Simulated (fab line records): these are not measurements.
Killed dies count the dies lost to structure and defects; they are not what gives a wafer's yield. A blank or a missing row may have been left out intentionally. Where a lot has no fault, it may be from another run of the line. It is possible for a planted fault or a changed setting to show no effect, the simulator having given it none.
Chamber matching	flow nand-harc	rie-diel-07 running NHARC_A_CHANNEL_HOLE_D1_ETCH_38: 4 sister chambers
The step etches the open film in CF4, target depth 39 nm, time 65 s. 4 wafers are shown with their chamber, then 7 later ones without.

WAFERS, EACH WITH ITS CHAMBER
wafer	chamber	oes-product-au (a.u.)
L420.1	3	1.009
L425.5	2	1.009
L429.3	0	0.975
L429.5	1	1.003

WAFERS WHOSE CHAMBER IS MISSING
wafer	oes-product-au (a.u.)
L429.6	0.979
L436.3	1.018
L436.5	1.012
L436.6	1.001
L438.2	1.004
L438.5	0.993
L438.6	1.003

WHICH CHAMBER EACH WENT THROUGH
wafer	from the rows above	in truth
L429.6	0	0
L436.3	can't be placed: 2 or 3 or 1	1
L436.5	can't be placed: 2 or 3 or 1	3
L436.6	can't be placed: 1 or 2 or 3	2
L438.2	can't be placed: 1 or 2 or 3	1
L438.5	can't be placed: 1 or 2 or 3 or 0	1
L438.6	can't be placed: 1 or 2 or 3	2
Correct placement for 1 of the 7. Not placeable from these rows: 6 (in 6, the candidates include the true chamber). Number placed wrongly: 0.
How it was worked out, from the rows above alone: a wafer's distance from a chamber is the root of the sum, over the readings, of the square of ((its reading less the chamber's mean) divided by the reading's scatter). If the next closest chamber is less than 2 further off than the closest, the wafer can't be placed; otherwise it belongs to the closest. Each chamber's mean is taken over the wafers shown for it. The scatter (one wafer shown for each chamber): square how far every hidden wafer sits from the nearest shown wafer, average those squares and take the square root.
